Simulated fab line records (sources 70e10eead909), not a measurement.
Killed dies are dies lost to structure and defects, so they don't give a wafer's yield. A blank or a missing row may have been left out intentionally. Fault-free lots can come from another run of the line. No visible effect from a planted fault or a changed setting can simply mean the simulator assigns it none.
A struck lot beside a sound one	flow nand-harc	14 out of 1159 route steps
Sound: the wafers L358.3, L358.5, L358.6. Wafers L367.3, L367.4, L367.5 were the ones struck. Last of all comes the cause.
At each step with rows: each side's tool, then ch and its chambers, then its first start. Under that, the readings that differ: sound wafers	struck wafers	difference of the means	sigmas: that difference in standard deviations of wafers without a fault.
alike: words and numbers the same on both sides, and readings whose means are apart by under 2 such deviations; not compared: readings that were withheld, readings missing a value for some wafer, numbers with overlapping values and no deviation given by the record, and bounds like >300 which may hide the same value.
The two part at a step that has a row with sigmas, a row that says differs or no value, or rows on one side only. Numbers that have no deviation but don't overlap get no sigmas and don't part them. Lack of a reading on every wafer of one side parts them only where that side has two or more wafers.

NHARC_P_M0_CMP_23: polishes, t overpolish 20 s, target thk 117.53 nm.
  sound on cmp-02 ch 1,2, day 8 07:00; struck on cmp-01 ch 0,2,3, day 10 11:47
  alike: motor-current-A, time-to-endpoint-s
NHARC_P_M0_THK_MEAS_24: measures by xrf.
  sound: film-metro-02 at day 8 07:19; struck: film-metro-02 at day 10 12:05
  alike: thk-nm
next, for these wafers, 1 step has no rows: NHARC_P_M0_SRD_25.
NHARC_P_M0_INSPECT_27:
  sound: defect-inspect-01 at day 8 07:28; struck: defect-inspect-02 at day 10 12:14
  alike: raw-defect-count
NHARC_P_M0_PRE_CLEAN_31: time 12 s.
  sound on pecvd-03 ch 0,1,2, day 8 07:33; struck on pecvd-02 ch 0,1,2, day 10 12:18
  alike: heater-power-w, rf-fwd-power-W
NHARC_P_M0_DEP_32: deposits SiCN, target thk 30 nm.
  sound on pecvd-03 ch 0,1,2, day 8 07:40; struck on pecvd-02 ch 0,1,2, day 10 12:23
  alike: heater-power-w, rf-fwd-power-W
then, 5 steps without rows for these wafers: NHARC_P_M1_DEP_00 (deposits SiOC, target thk 182.5 nm); NHARC_P_M1_DEHYDRATE_01 (time 120 s); NHARC_P_M1_HMDS_02 (time 30 s); NHARC_P_M1_COAT_34 (time 65 s); NHARC_P_M1_COAT_03 (resist thk 90 nm).
NHARC_P_M1_SOFTBAKE_04: time 55 s.
  sound on litho-track-04 ch 0, day 8 08:00; struck on litho-track-04 ch 0, day 10 13:00
reading	sound	struck	difference	sigmas
heater-power-total-W (W)	188.74 188.74 188.74	174.83 174.70 175.08	-13.87	-99 or more
plate-temp-C (C)	105.05 105.19 105.08	99.34 99.39 99.44	-5.72	-41
next, for these wafers, 1 step has no rows: NHARC_P_M1_EBR_05.
-- break in the record here, with 14 days between the starts of the struck wafers on either side (left off in module P_M1, picked up again in module END, where the first step shown is number 1159 on the route) --
NHARC_END_SORT_01:
  sound on prober-02 ch 0, day 21 15:38; struck on prober-01 ch 0, day 24 04:32
  alike: defect-limited-yield, killed-at-array, killed-at-other, killed-at-periphery, killed-dies, killed-open, killed-short, sort_bin_2_pct, sort_bin_3_pct, sort_bin_4_pct, sort-n-pass, sort-rim-yield-pct, sort-yield-pct

WHERE THEY PART
Only at NHARC_P_M1_SOFTBAKE_04, as far as this record shows. Later steps at which nothing parts them and some readings are alike: NHARC_END_SORT_01.

WHY: the cause the simulator had injected
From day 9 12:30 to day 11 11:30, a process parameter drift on litho-track-04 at NHARC_P_M1_SOFTBAKE_04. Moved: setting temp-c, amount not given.
